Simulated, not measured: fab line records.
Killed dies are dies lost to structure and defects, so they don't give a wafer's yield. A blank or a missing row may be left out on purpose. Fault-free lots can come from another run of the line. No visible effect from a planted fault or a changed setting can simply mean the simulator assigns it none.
fab line records	flow n5_finfet
[record] lots = 12	wafers = 35	last_day = 17
route steps=1938 shown BEOL_M10@1520
lots that met no fault: taken from a fault-free run of the same line
start_h: hours from the record's first day to the start of the lot's first wafer shown	wait_h: hours since the lot's step before	" as in the row above	L1.1+2: a single row standing in for several wafers	- either no value or no given start	* or withheld: withheld	< > ~ a bound
route shown NAME@n: NAME is a module with steps in the file, n the number in the route of the first one	usual: mean/standard deviation taken from wafers without a fault	same: alike in all rows	chamber/n: place in a boat	sites: readings site by site	_std_site: the values' standard deviation	_edge_site: the outer-site mean with the inner-site mean subtracted	radius_mm: for every site, how far away it sits from the centre of the wafer	mask NAME#n: copy n	behind: the tool/chamber that last shaped the wafer	hold: the reason the lot was held/the length of the hold in hours/how it ended	device: the transistor (n, p or np) that didn't switch	end of line: the same wafers' tests at the end of the route	for a step that has no rows: nothing shown but its recipe	killed: dies that structure and defects cost at the first sort, which is not the same as the wafer's yield	map: a wafer's dies, marking killed ones x, the rest . and places with no die _
set.NAME: the setting the step ran with; set.NAME@STEP: the setting that earlier step ran with	model.NAME: the simulator's own value behind a step, which no gauge read
route steps across a sampled set of lots; one table per step, one row per wafer
services: when a tool's chamber went out of use (start_h, in hours from the record's first day, below 0 if earlier), for how many hours, and the reason
[[steps]]
[step N5_BEOL_M10_CD_MEAS_35]
[recipe] target_cd_nm = 70	polarity = opening
[usual] cd_nm = 69.5/0.88
lot.wafer	tool	chamber	start_h	wait_h	cd_nm
L450.2	cd_sem-02	-	230.36	0.0	68.4
L450.3	"	-	"	"	68.5
L450.5	"	-	"	"	68.6
L457.2	cd_sem-01	-	252.29	0.0	70.3
L457.3	"	-	"	"	69.9
L457.5	"	-	"	"	69.3
L456.1	cd_sem-03	-	259.00	0.0	68.7
L456.3	"	-	"	"	68.8
L456.5	"	-	"	"	68.3
L460.2	cd_sem-03	-	281.75	0.0	69.4
L460.3	"	-	"	"	69.2
L460.5	"	-	"	"	70.0
L459.2	cd_sem-03	-	282.69	0.0	69.9
L459.4	"	-	"	"	68.5
L459.5	"	-	"	"	68.2
L465.4	cd_sem-02	-	301.06	0.0	68.0
L465.5	"	-	"	"	67.8
L465.6	"	-	"	"	67.8
L464.1	cd_sem-02	-	304.58	0.0	68.2
L464.3	"	-	"	"	69.5
L464.5	"	-	"	"	68.1
L469.2	cd_sem-02	-	334.27	0.0	70.3
L469.4	"	-	"	"	69.5
L469.5	"	-	"	"	70.7
L468.2	cd_sem-02	-	336.80	0.0	69.2
L468.5	"	-	"	"	68.6
L468.6	"	-	"	"	69.3
L471.1	cd_sem-02	-	345.26	0.0	69.2
L471.3	"	-	"	"	69.4
L471.4	"	-	"	"	69.0
L470.1	cd_sem-03	-	345.34	0.0	69.1
L470.4	"	-	"	"	69.8
L470.6	"	-	"	"	69.7
L473.5	cd_sem-02	-	350.37	0.0	69.7
L473.6	"	-	"	"	67.9
[step N5_BEOL_M10_CURE_72]
[recipe] temp_c = 370	time_s = 120	ambient = DMADMS/He	material = SiCOH_lowk
[usual] lamp_power_pct = 52.31/0.051	run_length_s = 178.4/0.88	wafer_temp_C_max = 372.1/0.63
lot.wafer	tool	chamber	start_h	wait_h	lamp_power_pct	run_length_s	wafer_temp_C_max
L450.2	uv_cure-03	2	230.50	0.1	52.31	181.9	372.5
L450.3	"	2	"	"	52.23	182.2	372.3
L450.5	"	2	"	"	52.29	182.4	372.9
L457.2	uv_cure-02	1	252.38	0.1	52.30	178.1	372.3
L457.3	"	1	"	"	52.33	178.6	371.8
L457.5	"	1	"	"	52.27	178.1	372.0
L456.1	uv_cure-01	1	259.04	0.0	52.38	178.3	371.1
L456.3	"	1	"	"	52.37	178.1	371.8
L456.5	"	1	"	"	52.25	178.0	371.4
L460.2	uv_cure-03	2	281.84	0.1	-	-	-
L460.3	"	2	"	"	-	-	-
L460.5	"	2	"	"	-	-	-
L459.2	uv_cure-03	1	282.78	0.1	-	-	-
L459.4	"	1	"	"	-	-	-
L459.5	"	1	"	"	-	-	-
L465.4	uv_cure-02	1	301.25	0.2	52.28	178.3	371.3
L465.5	"	1	"	"	52.27	178.2	371.7
L465.6	"	1	"	"	52.24	178.1	371.8
L464.1	uv_cure-01	1	304.63	0.0	52.38	178.0	372.3
L464.3	"	1	"	"	52.35	178.1	372.5
L464.5	"	1	"	"	52.34	178.4	371.8
L469.2	uv_cure-03	1	334.36	0.1	52.31	178.6	371.5
L469.4	"	1	"	"	52.22	178.1	371.6
L469.5	"	1	"	"	52.32	178.4	372.6
L468.2	uv_cure-01	1	336.89	0.1	52.37	178.0	371.4
L468.5	"	1	"	"	52.30	178.4	371.7
L468.6	"	1	"	"	52.33	178.5	371.9
L471.1	uv_cure-02	0	345.51	0.3	52.29	177.5	371.1
L471.3	"	0	"	"	52.37	177.7	371.5
L471.4	"	0	"	"	52.32	177.4	371.3
L470.1	uv_cure-01	1	345.52	0.2	52.30	178.2	371.6
L470.4	"	1	"	"	52.38	178.2	372.1
L470.6	"	1	"	"	52.31	178.3	371.8
L473.5	uv_cure-01	1	350.60	0.2	52.31	178.2	371.8
L473.6	"	1	"	"	52.33	178.8	372.3
[step N5_BEOL_M10_PRE_CLEAN_45]
[recipe] gas = H2/He	time_s = 30	temp_c = 250
[usual] heater_power_w = 338/44
lot.wafer	tool	chamber	start_h	wait_h	heater_power_w
L450.2	pvd_sputter-01	-	231.11	0.0	324
L450.3	"	-	"	"	376
L450.5	"	-	"	"	329
L457.2	pvd_sputter-01	-	252.92	0.0	378
L457.3	"	-	"	"	327
L457.5	"	-	"	"	316
L456.1	pvd_sputter-03	-	259.88	0.0	326
L456.3	"	-	"	"	273
L456.5	"	-	"	"	342
L460.2	pvd_sputter-02	-	282.16	0.0	420
L460.3	"	-	"	"	389
L460.5	"	-	"	"	318
L459.2	pvd_sputter-01	-	283.86	0.0	328
L459.4	"	-	"	"	343
L459.5	"	-	"	"	328
L465.4	pvd_sputter-01	-	301.99	0.0	328
L465.5	"	-	"	"	335
L465.6	"	-	"	"	322
L464.1	pvd_sputter-03	-	305.13	0.0	343
L464.3	"	-	"	"	269
L464.5	"	-	"	"	343
L469.2	pvd_sputter-03	-	334.70	0.0	271
L469.4	"	-	"	"	337
L469.5	"	-	"	"	354
L468.2	pvd_sputter-03	-	337.30	0.0	356
L468.5	"	-	"	"	271
L468.6	"	-	"	"	331
L471.1	pvd_sputter-03	-	346.08	0.0	345
L471.3	"	-	"	"	269
L471.4	"	-	"	"	424
L470.1	pvd_sputter-01	-	346.12	0.0	320
L470.4	"	-	"	"	372
L470.6	"	-	"	"	319
L473.5	pvd_sputter-01	-	351.47	0.0	362
L473.6	"	-	"	"	324
[step N5_BEOL_M10_RS_MEAS_57]
[recipe] thk_meas_gauge = four-point-probe	reads = Cu_of_BEOL_M10_ECD_50+Co_of_BEOL_M10_CVD_75+TaN_of_BEOL_M10_ALD_74
[usual] M10_RS = 0.149/0.0033
lot.wafer	tool	chamber	start_h	wait_h	M10_RS[ohm/sq]
L450.2	film_metro-01	-	233.04	0.1	0.152
L450.3	"	-	"	"	0.152
L450.5	"	-	"	"	0.154
L457.2	film_metro-02	-	254.56	0.1	0.148
L457.3	"	-	"	"	0.156
L457.5	"	-	"	"	0.150
L456.1	film_metro-01	-	261.36	0.1	0.145
L456.3	"	-	"	"	0.150
L456.5	"	-	"	"	0.149
L460.2	film_metro-02	-	284.60	0.1	0.155
L460.3	"	-	"	"	0.151
L460.5	"	-	"	"	0.150
L459.2	film_metro-01	-	285.67	0.1	0.142
L459.4	"	-	"	"	0.142
L459.5	"	-	"	"	0.149
L465.4	film_metro-02	-	303.93	0.1	0.153
L465.5	"	-	"	"	0.154
L465.6	"	-	"	"	0.150
L464.1	film_metro-01	-	307.76	0.1	0.151
L464.3	"	-	"	"	0.152
L464.5	"	-	"	"	0.149
L469.2	film_metro-02	-	338.31	0.1	0.146
L469.4	"	-	"	"	0.144
L469.5	"	-	"	"	0.148
L468.2	film_metro-01	-	339.50	0.1	0.145
L468.5	"	-	"	"	0.150
L468.6	"	-	"	"	0.145
L471.1	film_metro-01	-	347.78	0.1	0.150
L471.3	"	-	"	"	0.148
L471.4	"	-	"	"	0.147
L470.1	film_metro-02	-	348.24	0.1	0.154
L470.4	"	-	"	"	0.156
L470.6	"	-	"	"	0.149
L473.5	film_metro-01	-	353.64	0.0	0.146
L473.6	"	-	"	"	0.147
[[services]]
tool	chamber	start_h	hours	kind
uv_cure-02	-	240.52	1.9	repair
uv_cure-01	-	282.81	2.1	pm
uv_cure-03	-	286.17	2.1	pm
uv_cure-02	-	296.72	1.0	pm
pvd_sputter-02	-	321.23	1.2	repair
pvd_sputter-01	-	330.79	2.4	repair
[[key]]
[first_sign] step = N5_BEOL_M10_CURE_72	reading = tool_record	direction = missing
effect none on later readings
met_at N5_BEOL_M10_CURE_72
struck_lots L459,L460
not_acting_at N5_BEOL_M10_CD_MEAS_35,N5_BEOL_M10_PRE_CLEAN_45,N5_BEOL_M10_RS_MEAS_57
onset_between 230.50 281.84
[earlier_fault] kind = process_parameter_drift	tool = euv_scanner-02	chamber = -	onset_h = 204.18	steps = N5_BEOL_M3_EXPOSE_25	channel = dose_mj	offset = 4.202	shape = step	acts_in = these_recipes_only	stated = 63
[earlier_fault] kind = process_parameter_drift	tool = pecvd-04	chamber = 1	onset_h = 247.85	steps = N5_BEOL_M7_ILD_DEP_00	channel = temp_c	offset = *	shape = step	acts_in = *	stated = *
[fault] kind = skipped_step_whole	tool = uv_cure-03	chamber = -	onset_h = 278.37	steps = N5_BEOL_M10_CURE_72	scope = struck_lots_only
